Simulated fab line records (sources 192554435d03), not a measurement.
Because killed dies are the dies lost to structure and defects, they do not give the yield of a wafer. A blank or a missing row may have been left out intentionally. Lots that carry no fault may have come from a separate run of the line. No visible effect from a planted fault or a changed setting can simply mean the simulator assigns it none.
Matching of chambers + flow n5 finfet + N5_DUMMY_GATE_HM_OPEN_21 on rie diel-02 has 4 sister chambers
The step chemistry CH3F/O2, target SiNx, target depth 120 nm, time 171.4 s. 4 wafers are shown with their chamber, then 8 later ones without.

WAFERS, EACH WITH ITS CHAMBER
| wafer  | chamber | showerhead plenum p Torr (Torr) |
|--------|---------|---------------------------------|
| L087.4 | 1       | 2.01                            |
| L087.6 | 3       | 2.08                            |
| L089.4 | 2       | 1.90                            |
| L092.1 | 0       | 2.08                            |

WAFERS MISSING THEIR CHAMBER
| wafer  | showerhead plenum p Torr (Torr) |
|--------|---------------------------------|
| L092.3 | 1.89                            |
| L092.4 | 2.01                            |
| L095.2 | 2.08                            |
| L095.5 | 1.89                            |
| L095.6 | 2.08                            |
| L097.2 | 2.07                            |
| L097.5 | 2.01                            |
| L097.6 | 2.07                            |

WHICH CHAMBER EACH WENT THROUGH
| wafer  | from the rows above     | in truth |
|--------|-------------------------|----------|
| L092.3 | 2                       | 2        |
| L092.4 | 1                       | 1        |
| L095.2 | can't be placed: 0 or 3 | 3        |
| L095.5 | 2                       | 2        |
| L095.6 | can't be placed: 0 or 3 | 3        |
| L097.2 | can't be placed: 0 or 3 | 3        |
| L097.5 | 1                       | 1        |
| L097.6 | can't be placed: 0 or 3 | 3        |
Correct placement for 4 of the 8. Not placeable from these rows: 4 (in 4, the candidates include the true chamber). 0 placed wrongly.
How it was worked out, from the rows above alone: a wafer's distance from a chamber is the root of the sum, over the readings, of the square of ((its reading less the chamber's mean) divided by the reading's scatter). If the next closest chamber is less than 2 further off than the closest, the wafer can't be placed; otherwise it belongs to the closest. For every chamber, the mean is computed from those of its wafers that are shown. The scatter (one wafer shown for each chamber): square how far every hidden wafer sits from the nearest shown wafer, average those squares and take the square root.
